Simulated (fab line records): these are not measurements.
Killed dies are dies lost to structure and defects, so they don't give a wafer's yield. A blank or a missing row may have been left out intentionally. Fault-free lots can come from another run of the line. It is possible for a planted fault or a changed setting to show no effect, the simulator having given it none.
fab line records    flow n5-finfet
record lots=7  wafers=39
route steps=1938 shown FIN_SAQP@110 SD_EPI_N@269 MOL_CONTACT_COAG@579 BEOL_M0_SAQP@638 BEOL_M1@754
start-h: hours from the record's opening day to when the first of the lot's shown wafers began    wait-h: hours from the lot's prior step to this one    " as in the row above    L1.1+2: a row that stands for several wafers    - no value, or no start given    * or withheld: withheld    < > ~ a bound
route shown NAME@n: a module of which the file shows steps, and the number in the route of the first    usual: mean and standard deviation over wafers with no fault    same: alike in all rows    chamber/n: place in a boat    sites: each site's reading    _std_site: how widely they spread, as a standard deviation    _edge_site: mean of outer sites minus mean of inner sites    radius-mm: for every site, how far away it sits from the centre of the wafer    mask NAME#n: copy n    behind: tool/chamber where the wafer was last shaped    hold: why the lot was held/for how many hours/how that ended    device: whichever transistor did not switch (one of n, p or np)    end of line: tests of these same wafers at the route's end    a step with no rows: only its recipe    killed: dies that structure and defects cost at the first sort, which is not the same as the wafer's yield    map: dies across one wafer; x = killed, . = not, _ = none there
set.NAME: the run value of the setting; set.NAME@STEP: its run value at that earlier step    model.NAME: the simulator's own value behind a step, which no gauge read
lots whose settings were changed on purpose; a table a step, a row a wafer
## steps
# step N5_FIN_SAQP_DEVELOP_15
# recipe develop-time-s=30  developer=TMAH  resist=CAR-ArF  dev-temp-c=23  rinse-liquid=diw  dry=air-spin
lot.wafer  tool            chamber  start-h  wait-h  set.develop-time-s  model.CAR-ArF_of_FIN_SAQP_COAT_10.thk-nm
L077.1     litho-track-02  0        -        -       30                  88.12
L077.2     "               0        "        "       30                  88.24
L077.3     "               0        "        "       30                  88.21
L077.4     "               0        "        "       15.79               88.77
L077.5     "               0        "        "       15.79               88.48
L077.6     "               0        "        "       15.79               88.78
L078.1     litho-track-03  0        -        -       30                  88.05
L078.2     "               0        "        "       20.71               88.48
L078.3     "               0        "        "       30                  88.02
L078.4+5   "               0        "        "       20.71               88.57
L078.6     "               0        "        "       30                  88.24
L083.1     litho-track-02  0        -        -       30                  87.94
L083.2     "               0        "        "       44.94               87.58
L083.3     "               0        "        "       44.94               87.3
L083.4     "               0        "        "       44.94               87.32
L083.5     "               0        "        "       30                  87.84
L083.6     "               0        "        "       30                  87.7
L084.1     litho-track-04  0        -        -       30                  87.96
L084.2     "               0        "        "       30                  88
L084.3     "               0        "        "       30                  88.09
L084.4     "               0        "        "       45.9                87.92
L084.5     "               0        "        "       45.9                87.77
L084.6     "               0        "        "       45.9                87.59
L085.1     litho-track-04  0        -        -       30                  88.47
L085.2     "               0        "        "       12.45               89.12
L085.3     "               0        "        "       12.45               89.25
L085.4     "               0        "        "       30                  88.43
L085.5     "               0        "        "       12.45               89.14
L085.6     "               0        "        "       30                  88.49
L089.2     litho-track-03  0        -        -       30                  88.21
L089.3     "               0        "        "       30                  88.39
L089.4     "               0        "        "       30                  88.12
L090.1     litho-track-04  0        -        -       30                  88.16
L090.2     "               0        "        "       30                  88.01
L090.3     "               0        "        "       30                  88.29
L090.4     "               0        "        "       30                  88.42
L090.5     "               0        "        "       30                  88.19
L090.6     "               0        "        "       30                  88.08
# step N5_FIN_SAQP_CD_MEAS_16
# recipe target-cd-nm=35.6  landing-energy-ev=500  detector=se-inlens
# usual cd-nm=35.6/0.36
lot.wafer  tool       chamber  start-h  wait-h  set.develop-time-s@FIN_SAQP_DEVELOP_15  cd-nm
L077.1     cd-sem-01  0        40.04    -       30                                      35.9
L077.2     "          0        "        "       30                                      36.0
L077.3     "          0        "        "       30                                      35.2
L077.4     "          0        "        "       15.79                                   37.4
L077.5     "          0        "        "       15.79                                   37.2
L077.6     "          0        "        "       15.79                                   36.5
L078.1     cd-sem-02  0        45.53    -       30                                      35.7
L078.2     "          0        "        "       20.71                                   36.5
L078.3     "          0        "        "       30                                      36.3
L078.4     "          0        "        "       20.71                                   36.3
L078.5     "          0        "        "       20.71                                   36.6
L078.6     "          0        "        "       30                                      35.8
L083.1     cd-sem-03  0        75.55    -       30                                      35.4
L083.2     "          0        "        "       44.94                                   34.3
L083.3     "          0        "        "       44.94                                   34.8
L083.4     "          0        "        "       44.94                                   34.1
L083.5     "          0        "        "       30                                      35.9
L083.6     "          0        "        "       30                                      35.4
L084.1     cd-sem-01  0        82.14    -       30                                      35.6
L084.2     "          0        "        "       30                                      35.8
L084.3     "          0        "        "       30                                      35.3
L084.4     "          0        "        "       45.9                                    34.8
L084.5     "          0        "        "       45.9                                    34.2
L084.6     "          0        "        "       45.9                                    34.3
L085.1     cd-sem-01  0        88.64    -       30                                      35.6
L085.2     "          0        "        "       12.45                                   37.3
L085.3     "          0        "        "       12.45                                   37.6
L085.4     "          0        "        "       30                                      35.1
L085.5     "          0        "        "       12.45                                   37.1
L085.6     "          0        "        "       30                                      35.6
L089.2     cd-sem-03  0        111.60   -       30                                      35.5
L089.3     "          0        "        "       30                                      35.3
L089.4     "          0        "        "       30                                      35.5
L090.1     cd-sem-02  0        117.95   -       30                                      35.6
L090.2     "          0        "        "       30                                      35.4
L090.3     "          0        "        "       30                                      35.1
L090.4     "          0        "        "       30                                      35.5
L090.5     "          0        "        "       30                                      35.4
L090.6     "          0        "        "       30                                      35.1
# step N5_SD_EPI_N_DEVELOP_08
# recipe develop-time-s=30  developer=TMAH  resist=CAR-ArF-block  dev-temp-c=23  rinse-liquid=diw  dry=air-spin
lot.wafer         tool            chamber  start-h  wait-h  set.develop-time-s
L077.1+2+3+4+5+6  litho-track-02  0        -        -       30
L078.1+2+6        litho-track-02  0        -        -       30
L078.3+4+5        "               0        "        "       47.23
L083.1+3+6        litho-track-02  0        -        -       30
L083.2+4+5        "               0        "        "       40.52
L084.1+5+6        litho-track-01  0        -        -       38.8
L084.2+3+4        "               0        "        "       30
L085.1+5+6        litho-track-04  0        -        -       47.98
L085.2+3+4        "               0        "        "       30
L089.2+3+4        litho-track-01  0        -        -       30
L090.1+3+4        litho-track-02  0        -        -       37.32
L090.2+5+6        "               0        "        "       30
# step N5_SD_EPI_N_DESCUM_14
# recipe chemistry=O2  time-s=7.9  source-power-w=50  bias-power-w=20  pressure-mtorr=20  rf-frequency-hz=2.712e+07  temp-c=40  resist=CAR-ArF-block  o2-flow-sccm=225
lot.wafer  tool         chamber  start-h  wait-h  set.develop-time-s@SD_EPI_N_DEVELOP_08  model.SD_EPI_N.cd-nm
L077.1     rie-diel-02  3        68.74    0.0     30                                      120
L077.2+4   "            2,0      "        "       30                                      119.8
L077.3     "            1        "        "       30                                      119.6
L077.5     "            3        "        "       30                                      119.4
L077.6     "            0        "        "       30                                      121
L078.1     rie-diel-03  0        72.65    0.0     30                                      120.4
L078.2     "            2        "        "       30                                      119.4
L078.3     "            1        "        "       47.23                                   121.2
L078.4     "            3        "        "       47.23                                   123.2
L078.5     "            2        "        "       47.23                                   122.4
L078.6     "            1        "        "       30                                      120
L083.1     rie-diel-02  2        102.09   0.0     30                                      120.2
L083.2     "            1        "        "       40.52                                   123
L083.3     "            0        "        "       30                                      121
L083.4+5   "            3,0      "        "       40.52                                   122
L083.6     "            3        "        "       30                                      120.4
L084.1     rie-diel-02  3        109.97   0.0     38.8                                    120.4
L084.2     "            1        "        "       30                                      119.4
L084.3     "            2        "        "       30                                      118.2
L084.4     "            0        "        "       30                                      119.6
L084.5     "            3        "        "       38.8                                    120.2
L084.6     "            2        "        "       38.8                                    119.6
L085.1+6   rie-diel-03  2,0      119.65   0.0     47.98                                   123.4
L085.2     "            1        "        "       30                                      119.8
L085.3     "            0        "        "       30                                      120.6
L085.4     "            3        "        "       30                                      121.2
L085.5     "            3        "        "       47.98                                   122.4
L089.2+3   rie-diel-03  3,2      141.78   0.0     30                                      119.2
L089.4     "            0        "        "       30                                      119.8
L090.1     rie-diel-04  1        145.03   0.0     37.32                                   122.2
L090.2+5   "            2,3      "        "       30                                      120.6
L090.3     "            0        "        "       37.32                                   121.8
L090.4     "            3        "        "       37.32                                   121.6
L090.6     "            0        "        "       30                                      119.8
# step N5_MOL_CONTACT_COAG_ALD_131
# recipe material=SiO2  target-thk-a=50  temp-c=100  ald-precursor-family=BDEAS  ald-co-reactant=O2-plasma  pulse-time-s=1  co-reactant-pulse-time-s=1  purge-time-s=2  co-reactant-purge-time-s=2  ald-cycles=35  pressure-torr=2
lot.wafer   tool        chamber  start-h  wait-h  set.ald-cycles  model.SiO2_of_MOL_CONTACT_COAG_ALD_131.thk-nm
L077.1+3+5  ald-sin-01  3,1,0    120.77   0.1     35              5
L077.2+4+6  "           2,0,1    "        "       17              2.4
L078.1+4+6  ald-sin-04  1,2,0    122.23   0.1     17              2.4
L078.2+3+5  "           3,0,3    "        "       35              5
L083.1+4+6  ald-sin-04  2,1,3    153.14   0.1     35              5
L083.2+3+5  "           0,3,0    "        "       49              7
L084.1+4+5  ald-sin-04  2,0,3    156.78   0.8     35              5
L084.2+3    "           3,1      "        "       50              7.2
L084.6      "           0        "        "       50              7
L085.1+2+3  ald-sin-01  2,3,1    167.89   0.2     35              5
L085.4+5+6  "           0,0,1    "        "       22              3.2
L089.2+3+4  ald-sin-01  3,2,0    193.06   0.1     35              5
L090.1+2+3  ald-sin-01  2,3,1    197.82   0.1     35              5
L090.4+5+6  "           0,1,0    "        "       16              2.2
# step N5_BEOL_M0_SAQP_PECVD_04
# recipe material=a-Si  target-thk-a=600  temp-c=350  precursor=SiH4/He  pressure-torr=3  rf-w=100  time-s=60.2
lot.wafer  tool      chamber  start-h  wait-h  set.time-s  model.a-Si_of_BEOL_M0_SAQP_PECVD_04.thk-nm
L077.1     pecvd-01  1        128.72   0.0     82.59       82.4
L077.2     "         2        "        "       60.2        60
L077.3     "         0        "        "       82.59       82.8
L077.4     "         1        "        "       82.59       83.2
L077.5     "         2        "        "       60.2        60.8
L077.6     "         0        "        "       60.2        61.4
L078.1     pecvd-04  1        132.40   0.1     60.2        60.2
L078.2     "         1        "        "       76.83       77.8
L078.3     "         1        "        "       60.2        61
L078.4     "         1        "        "       76.83       78
L078.5     "         1        "        "       60.2        60.6
L078.6     "         1        "        "       76.83       77.4
L083.1     pecvd-04  2        160.35   0.0     70.15       69.2
L083.2     "         0        "        "       60.2        59.8
L083.3     "         1        "        "       70.15       69.6
L083.4     "         0        "        "       70.15       70.8
L083.5     "         2        "        "       60.2        60.2
L083.6     "         1        "        "       60.2        61.6
L084.1     pecvd-01  2        166.59   0.0     84.29       82.4
L084.2     "         1        "        "       60.2        59.8
L084.3     "         0        "        "       60.2        60.2
L084.4     "         1        "        "       84.29       85.6
L084.5     "         0        "        "       60.2        61.2
L084.6     "         2        "        "       84.29       85
L085.1+3   pecvd-04  2,0      233.66   0.0     60.2        58.8
L085.2     "         1        "        "       60.2        59
L085.4     "         2        "        "       60.2        59.4
L085.5     "         0        "        "       60.2        59.8
L085.6     "         1        "        "       60.2        60.2
L089.2     pecvd-04  0        234.29   0.0     60.2        60.2
L089.3     "         1        "        "       60.2        59.8
L089.4     "         2        "        "       60.2        60
L090.1     pecvd-03  2        234.34   0.0     60.2        59
L090.2     "         0        "        "       48.59       47.6
L090.3     "         1        "        "       48.59       47
L090.4     "         0        "        "       48.59       48.2
L090.5     "         2        "        "       60.2        60.4
L090.6     "         1        "        "       60.2        60.2
# step N5_BEOL_M0_SAQP_THK_MEAS_05
# usual thk-nm=60.2/0.75
lot.wafer  tool           chamber  start-h  wait-h  set.time-s@BEOL_M0_SAQP_PECVD_04  thk-nm
L077.1     film-metro-01  -        128.82   0.1     82.59                             82.4
L077.2     "              -        "        "       60.2                              60.0
L077.3     "              -        "        "       82.59                             82.9
L077.4     "              -        "        "       82.59                             83.0
L077.5     "              -        "        "       60.2                              60.9
L077.6     "              -        "        "       60.2                              61.2
L078.1     film-metro-01  -        132.62   0.2     60.2                              60.3
L078.2     "              -        "        "       76.83                             77.8
L078.3     "              -        "        "       60.2                              61.1
L078.4     "              -        "        "       76.83                             78.0
L078.5     "              -        "        "       60.2                              60.7
L078.6     "              -        "        "       76.83                             77.4
L083.1     film-metro-02  -        160.44   0.1     70.15                             69.2
L083.2     "              -        "        "       60.2                              59.7
L083.3     "              -        "        "       70.15                             69.6
L083.4     "              -        "        "       70.15                             70.7
L083.5     "              -        "        "       60.2                              60.1
L083.6     "              -        "        "       60.2                              61.7
L084.1     film-metro-01  -        166.69   0.1     84.29                             82.5
L084.2     "              -        "        "       60.2                              59.8
L084.3     "              -        "        "       60.2                              60.3
L084.4     "              -        "        "       84.29                             85.6
L084.5     "              -        "        "       60.2                              61.2
L084.6     "              -        "        "       84.29                             85.0
L085.1     film-metro-02  -        233.76   0.1     60.2                              58.9
L085.2     "              -        "        "       60.2                              59.0
L085.3     "              -        "        "       60.2                              58.7
L085.4     "              -        "        "       60.2                              59.4
L085.5     "              -        "        "       60.2                              59.8
L085.6     "              -        "        "       60.2                              60.1
L089.2     film-metro-01  -        234.39   0.1     60.2                              60.3
L089.3     "              -        "        "       60.2                              59.9
L089.4     "              -        "        "       60.2                              60.1
L090.1     film-metro-01  -        234.44   0.1     60.2                              59.0
L090.2     "              -        "        "       48.59                             47.6
L090.3     "              -        "        "       48.59                             47.0
L090.4     "              -        "        "       48.59                             48.1
L090.5     "              -        "        "       60.2                              60.4
L090.6     "              -        "        "       60.2                              60.2
# step N5_BEOL_M0_SAQP_HM_DEP_111
# recipe material=SiO2  target-thk-a=120  temp-c=400  precursor=SiH4/N2O  pressure-torr=0.75  rf-w=275  time-s=7.2
# step N5_BEOL_M0_SAQP_COAT_81
# recipe resist=SOC  temp-c=250  time-s=60  spin-rpm=1500  resist-thk-nm=100
# step N5_BEOL_M0_SAQP_HM_OPEN_112
# recipe chemistry=CHF3/O2  target=SiO2  stop-on=a-Si  target-depth-a=120  over-etch-frac=1.25  mask-material=SOC  time-s=13.5  pressure-mtorr=30  source-w=650  bias-w=170  Ar_flow_sccm=200  CHF3_flow_sccm=50  O2_flow_sccm=5  ion-energy-ev=200  ends=end-point
# step N5_BEOL_M0_SAQP_STRIP_113
# recipe chemistry=CHF3/O2  resist=SiARC  rf-frequency-hz=6e+07
# step N5_BEOL_M0_SAQP_MANDREL_ETCH_20
# recipe target-depth-a=600  chemistry=HBr/Cl2  target=a-Si  stop-on=SiNx  bt-time-s=10  mask-material=SOC  over-etch-frac=0.5  time-s=30  pressure-mtorr=10  icp-w=800  bias-w=75  HBr_flow_sccm=150  Cl2_flow_sccm=80  ends=end-point
# usual oes-product-au=0.779/0.013
lot.wafer  tool       chamber  start-h  wait-h  set.time-s@BEOL_M0_SAQP_PECVD_04  oes-product-au  model.etch.depth-nm
L077.1     rie-si-05  1        129.75   0.0     82.59                             0.957           82.34
L077.2     "          0        "        "       60.2                              0.775           59.99
L077.3     "          3        "        "       82.59                             0.925           82.78
L077.4     "          2        "        "       82.59                             0.974           83.12
L077.5     "          2        "        "       60.2                              0.803           60.88
L077.6     "          1        "        "       60.2                              0.787           61.24
L078.1     rie-si-03  2        133.93   0.0     60.2                              0.780           60.27
L078.2     "          3        "        "       76.83                             0.900           77.78
L078.3     "          1        "        "       60.2                              0.785           61.03
L078.4     "          1        "        "       76.83                             0.906           77.97
L078.5     "          2        "        "       60.2                              0.792           60.62
L078.6     "          3        "        "       76.83                             0.895           77.45
L083.1     rie-si-05  2        161.31   0.0     70.15                             0.866           69.18
L083.2     "          3        "        "       60.2                              0.778           59.77
L083.3     "          1        "        "       70.15                             0.860           69.54
L083.4     "          0        "        "       70.15                             0.842           70.71
L083.5     "          2        "        "       60.2                              0.799           60.11
L083.6     "          1        "        "       60.2                              0.793           61.63
L084.1     rie-si-04  1        167.54   0.0     84.29                             0.927           82.44
L084.2     "          0        "        "       60.2                              0.779           59.76
L084.3     "          2        "        "       60.2                              0.802           60.17
L084.4     "          3        "        "       84.29                             0.974           85.51
L084.5     "          2        "        "       60.2                              0.806           61.16
L084.6     "          3        "        "       84.29                             0.974           85.01
L085.1     rie-si-05  0        235.13   0.0     60.2                              0.757           58.81
L085.2     "          3        "        "       60.2                              0.756           58.86
L085.3     "          1        "        "       60.2                              0.783           58.8
L085.4     "          2        "        "       60.2                              0.787           59.42
L085.5     "          2        "        "       60.2                              0.799           59.78
L085.6     "          3        "        "       60.2                              0.774           60.12
L089.2     rie-si-04  2        235.68   0.0     60.2                              0.803           60.26
L089.3     "          1        "        "       60.2                              0.760           59.86
L089.4     "          0        "        "       60.2                              0.772           60.09
L090.1     rie-si-03  0        235.74   0.0     60.2                              0.762           58.96
L090.2     "          1        "        "       48.59                             0.682           47.62
L090.3     "          3        "        "       48.59                             0.674           46.96
L090.4     "          0        "        "       48.59                             0.679           48.06
L090.5     "          3        "        "       60.2                              0.760           60.41
L090.6     "          1        "        "       60.2                              0.776           60.21
# step N5_BEOL_M1_HM_DEP_02
# recipe material=TiN  target-thk-a=200  temp-c=25  chamber-pressure-pa=0.49996
lot.wafer     tool            chamber  start-h  wait-h  set.target-thk-a  model.TiN_of_BEOL_M1_HM_DEP_02.thk-nm
L077.1        pvd-sputter-02  -        144.62   0.5     200               20
L077.2+6      "               -        "        "       200               20.4
L077.3+4+5    "               -        "        "       92.97             9.6
L078.1+5      pvd-sputter-01  -        150.32   1.3     200               19.8
L078.2+3+4    "               -        "        "       200               20
L078.6        "               -        "        "       200               20.2
L083.1+5      pvd-sputter-02  -        172.76   0.9     200               20
L083.2+3+4    "               -        "        "       141.9             14.4
L083.6        "               -        "        "       200               20.4
L084.1+2      pvd-sputter-03  -        181.25   0.4     200               19.8
L084.3+4+5+6  "               -        "        "       200               19.6
L085.1+4      pvd-sputter-03  -        247.47   0.0     167.2             16.8
L085.2+5+6    "               -        "        "       200               19.8
L085.3        "               -        "        "       167.2             16.6
L089.2        pvd-sputter-02  -        250.80   0.0     200               20
L089.3        "               -        "        "       200               19.6
L089.4        "               -        "        "       200               19.8
L090.1+2+6    pvd-sputter-03  -        253.11   1.8     200               19.8
L090.3        "               -        "        "       307.5             30.2
L090.4+5      "               -        "        "       307.5             30.4
# step N5_BEOL_M1_COAT_61
# recipe resist=SOC  temp-c=250  time-s=60  spin-rpm=1500  resist-thk-nm=60
# step N5_BEOL_M1_COAT_62
# recipe resist=SiARC  temp-c=220  time-s=60  spin-rpm=1500  resist-thk-nm=12
# step N5_BEOL_M1_STRIP_75
# recipe chemistry=N2/H2  temp-c=40  n2-flow-sccm=200  h2-flow-sccm=200  rf-frequency-hz=6e+07
# step N5_BEOL_M1_STRIP_66
# recipe chemistry=CF4  resist=SiARC  power-w=300  bias-power-w=75  pressure-mtorr=50  cf4-flow-sccm=150  rf-frequency-hz=6e+07
# step N5_BEOL_M1_HM_OPEN_17
# recipe chemistry=Cl2/BCl3  target-depth-a=200  overetch-a=60  target=TiN  mask-material=SOC  ion-energy-ev=150  pressure-mtorr=10  icp-w=1000  bias-w=126  Cl2_flow_sccm=53.25  bcl3-flow-sccm=21.75  Ar_flow_sccm=25
lot.wafer  tool          chamber  start-h  wait-h  set.target-thk-a@BEOL_M1_HM_DEP_02  model.etch.depth-nm
L077.1     rie-metal-03  1        145.41   0.0     200                                 19.93
L077.2     "             0        "        "       200                                 20.43
L077.3     "             1        "        "       92.97                               9.626
L077.4     "             0        "        "       92.97                               9.574
L077.5     "             0        "        "       92.97                               9.539
L077.6     "             1        "        "       200                                 20.36
L078.1     rie-metal-02  0        151.09   0.0     200                                 19.76
L078.2     "             1        "        "       200                                 19.94
L078.3     "             0        "        "       200                                 20.06
L078.4     "             1        "        "       200                                 20
L078.5     "             0        "        "       200                                 19.88
L078.6     "             1        "        "       200                                 20.14
L083.1     rie-metal-01  0        173.65   0.0     200                                 20.09
L083.2+4   "             1,0      "        "       141.9                               14.48
L083.3     "             1        "        "       141.9                               14.4
L083.5     "             0        "        "       200                                 19.99
L083.6     "             1        "        "       200                                 20.38
L084.1     rie-metal-02  1        182.13   0.0     200                                 19.74
L084.2     "             0        "        "       200                                 19.79
L084.3     "             0        "        "       200                                 19.63
L084.4     "             1        "        "       200                                 19.55
L084.5     "             1        "        "       200                                 19.58
L084.6     "             0        "        "       200                                 19.62
L085.1     rie-metal-03  1        248.35   0.0     167.2                               16.77
L085.2     "             0        "        "       200                                 19.73
L085.3     "             1        "        "       167.2                               16.68
L085.4     "             0        "        "       167.2                               16.8
L085.5     "             0        "        "       200                                 19.85
L085.6     "             1        "        "       200                                 19.82
L089.2     rie-metal-03  1        251.79   0.0     200                                 19.98
L089.3     "             0        "        "       200                                 19.54
L089.4     "             1        "        "       200                                 19.87
L090.1+6   rie-metal-01  1,0      254.03   0.0     200                                 19.75
L090.2     "             0        "        "       200                                 19.72
L090.3     "             1        "        "       307.5                               26.33
L090.4     "             0        "        "       307.5                               25.63
L090.5     "             1        "        "       307.5                               26.37
## key
split step=N5_FIN_SAQP_DEVELOP_15  setting=develop-time-s  stated=30  by=wafer
response step=N5_FIN_SAQP_DEVELOP_15  reading=model.CAR-ArF_of_FIN_SAQP_COAT_10.thk-nm  change=-0.00949  per=1%  r=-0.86
response step=N5_FIN_SAQP_CD_MEAS_16  reading=cd-nm  change=-0.0258  per=1%  r=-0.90
split step=N5_SD_EPI_N_DEVELOP_08  setting=develop-time-s  stated=30  by=wafer
response step=N5_SD_EPI_N_DESCUM_14  reading=model.SD_EPI_N.cd-nm  change=+0.0434  per=1%  r=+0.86
split step=N5_MOL_CONTACT_COAG_ALD_131  setting=ald-cycles  stated=35  by=wafer
response step=N5_MOL_CONTACT_COAG_ALD_131  reading=model.SiO2_of_MOL_CONTACT_COAG_ALD_131.thk-nm  change=+0.0504  per=1%  r=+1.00
split step=N5_BEOL_M0_SAQP_PECVD_04  setting=time-s  stated=60.2  by=wafer
response step=N5_BEOL_M0_SAQP_PECVD_04  reading=model.a-Si_of_BEOL_M0_SAQP_PECVD_04.thk-nm  change=+0.602  per=1%  r=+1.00
response step=N5_BEOL_M0_SAQP_THK_MEAS_05  reading=thk-nm  change=*  per=1%  r=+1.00
response step=N5_BEOL_M0_SAQP_MANDREL_ETCH_20  reading=oes-product-au  change=+0.00423  per=1%  r=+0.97
response step=N5_BEOL_M0_SAQP_MANDREL_ETCH_20  reading=model.etch.depth-nm  change=+0.601  per=1%  r=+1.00
split step=N5_BEOL_M1_HM_DEP_02  setting=target-thk-a  stated=200  by=wafer
response step=N5_BEOL_M1_HM_DEP_02  reading=model.TiN_of_BEOL_M1_HM_DEP_02.thk-nm  change=+0.197  per=1%  r=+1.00
response step=N5_BEOL_M1_HM_OPEN_17  reading=model.etch.depth-nm  change=+0.164  per=1%  r=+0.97
